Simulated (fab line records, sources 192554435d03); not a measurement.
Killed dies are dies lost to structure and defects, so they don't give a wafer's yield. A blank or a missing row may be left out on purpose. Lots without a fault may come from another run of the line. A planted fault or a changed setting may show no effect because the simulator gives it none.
A struck lot beside a sound one | flow n5_finfet | 37 steps out of a route of 1938
Sound: wafers L666.1, L666.2, L666.6. Struck: wafers L661.1, L661.2, L661.5. The cause comes at the end.
At each step with rows: each side's tool, then ch and its chambers, then its first start. Under that, the readings that differ: sound wafers | struck wafers | difference of the means | sigmas: that difference in standard deviations of wafers without a fault.
alike: readings whose means differ by less than 2 such deviations, and words and numbers that are the same on both sides. not compared: withheld readings, readings that some wafer has no value for, bounds like >300 that may hide the same value, and numbers for which the record gives no deviation and whose values overlap.
The two part at a step that has a row with sigmas, a row that says differs or no value, or rows on one side only. Numbers that don't overlap but have no deviation are shown without sigmas and don't part them. A reading that every wafer of one side lacks parts them only if that side has two wafers or more.

first, 9 steps without rows for these wafers: N5_BEOL_M4_ANNEAL_95 (time 240 s); N5_BEOL_M4_SPUTTER_96 (material Cu, target thk 4.5 nm, time 8.29 s); N5_BEOL_M4_ECD_50 (material Cu, target thk 300 nm); N5_BEOL_M4_ANNEAL_51 (time 90 s); N5_BEOL_M4_CMP_52 (polishes, stops on SiOC, t overpolish 6.8 s, target thk 40 nm); N5_BEOL_M4_PRE_CLEAN_60 (time 15 s); N5_BEOL_M4_CO_CAP_55 (material Co, precursor CCTBA/H2, target thk 2 nm, time 102.1 s); N5_BEOL_M4_PRE_CLEAN_56 (time 15 s); N5_BEOL_M4_DEP_57 (deposits SiCN from 3MS/NH3, target thk 8 nm, time 14 s).
N5_BEOL_M4_RC_MEAS_101:
  sound on prober-02 ch 0, day 12 22:25; struck on prober-01 ch 0, day 11 01:32
  reading       | sound       | struck      | difference | sigmas
  ION_N (uA/um) | 650 648 638 | 666 666 677 | +24        | +2
  alike: DIBL_N, DIBL_P, IOFF_N, IOFF_P, ION_P, SS_N, SS_P, VT_N, VT_P
then, 24 steps without rows for these wafers: N5_BEOL_M5_ILD_DEP_00 (deposits SiCOH lowk from DEMS/porogen, target thk 140.64 nm, time 25.9 s); N5_BEOL_M5_CURE_79 (cures SiCOH lowk, time 240 s); N5_BEOL_M5_PECVD_70 (deposits SiO2 from TEOS/O2, target thk 16 nm, time 18 s); N5_BEOL_M5_HM_DEP_02 (deposits TiN, target thk 20 nm); N5_BEOL_M5_COAT_59 (time 60 s, resist thk 60 nm); N5_BEOL_M5_COAT_60 (time 60 s, resist thk 12 nm); N5_BEOL_M5_COAT_71 (time 60 s, resist thk 5 nm); N5_BEOL_M5_COAT_05 (resist thk 30 nm); N5_BEOL_M5_EBR_07; N5_BEOL_M5_SOFTBAKE_06 (time 60 s); N5_BEOL_M5_EXPOSE_08 (exposes mask M5, target cd 28 nm); N5_BEOL_M5_PEB_09 (peb time 60 s); N5_BEOL_M5_DEVELOP_10 (develop time 30 s); N5_BEOL_M5_DESCUM_16 (chemistry O2, time 7 s); N5_BEOL_M5_ETCH_72 (etches underlayer in N2/H2, target depth 6.5 nm, time 5.2 s); N5_BEOL_M5_ETCH_61 (etches SiARC in CF4, target depth 15.6 nm, time 26 s); N5_BEOL_M5_ETCH_62 (etches SOC in N2/H2, target depth 75 nm, overetch 15 nm, time 112.5 s); N5_BEOL_M5_STRIP_63 (strips in N2/H2); N5_BEOL_M5_STRIP_73 (strips in N2/H2); N5_BEOL_M5_STRIP_64 (strips in CF4); N5_BEOL_M5_HM_OPEN_17 (chemistry Cl2/BCl3, target TiN, target depth 20 nm, overetch 6 nm); N5_BEOL_M5_STRIP_19 (strips in O2); N5_BEOL_M5_COAT_65 (time 60 s, resist thk 60 nm); N5_BEOL_M5_COAT_66 (time 60 s, resist thk 12 nm).
N5_BEOL_M7_ETCH_65: etches SiARC in CF4, target depth 15.6 nm, time 26 s.
  sound on rie_diel-02 ch 0,1,3, day 14 05:35; struck on rie_diel-06 ch 0,2,3, day 12 06:06
  no value came back on the struck wafers for any of 9 readings (bias_w (W), cf4_flow_sccm (sccm) and others); on the sound wafers bias_w (W) reads 35.98 35.87 36.00
  reading                                      | sound      | struck         | difference | sigmas
  model.CAR-EUV_of_BEOL_M7_COAT_22.thk_nm (nm) | 11.2 11 11 | 20.2 20.2 20.4 | +9.2       |
  not compared: rf_hours_counter_h
N5_BEOL_M7_ETCH_66: etches SOC in N2/H2, target depth 80 nm, overetch 16 nm, time 120 s.
  sound on rie_diel-02 ch 0,1,3, day 14 05:37; struck on rie_diel-06 ch 0,2,3, day 12 06:08
  reading               | sound          | struck         | difference | sigmas
  oes_product_au (a.u.) | 0.54 0.60 0.64 | 0.26 0.25 0.36 | -0.30      | -4
  alike: bias_w, chamber_pressure_mTorr, drypump_motor_current_A, h2_flow_sccm, rf_vpp_V, showerhead_plenum_p_Torr, throttle_valve_pct
  not compared: rf_hours_counter_h
-- the record jumps here: 3 days lie between the struck wafers' starts before and after (it left off in module BEOL_M7 and takes up again in module PASSIVATION, whose first step shown is number 1936 of the route) --
N5_PASSIVATION_PROBE_49:
  sound on prober-01, day 17 08:02; struck on prober-02, day 15 09:07
  reading                  | sound | struck         | difference | sigmas
  defect_limited_yield (%) | 92.8  | 0 0 0          | -93        | -77
  killed_at_M4_up          | 11    | 1108 1087 1107 | +1090      | +99 or more
  killed_dies              | 85    | 1180 1180 1180 | +1095      | +78
  killed_on_rim            | 11    | 152 152 152    | +141       | +37
  sort_bin_5_function (%)  | 3.8   | 96.9 96.8 96.8 | +93.0      | +99 or more
  sort_n_pass              | 1095  | 0 0 0          | -1095      | -78
  sort_yield_pct (%)       | 92.8  | 0 0 0          | -93        | -77
  alike: killed_at_M0_to_M3, killed_at_contacts, killed_at_front_end, killed_at_other, killed_open, killed_short, sort_bin_6_memory, sort_bin_8_speed

WHERE THEY PART
First at N5_BEOL_M4_RC_MEAS_101; last, within this record, at N5_PASSIVATION_PROBE_49.

WHY: what the simulator had put in
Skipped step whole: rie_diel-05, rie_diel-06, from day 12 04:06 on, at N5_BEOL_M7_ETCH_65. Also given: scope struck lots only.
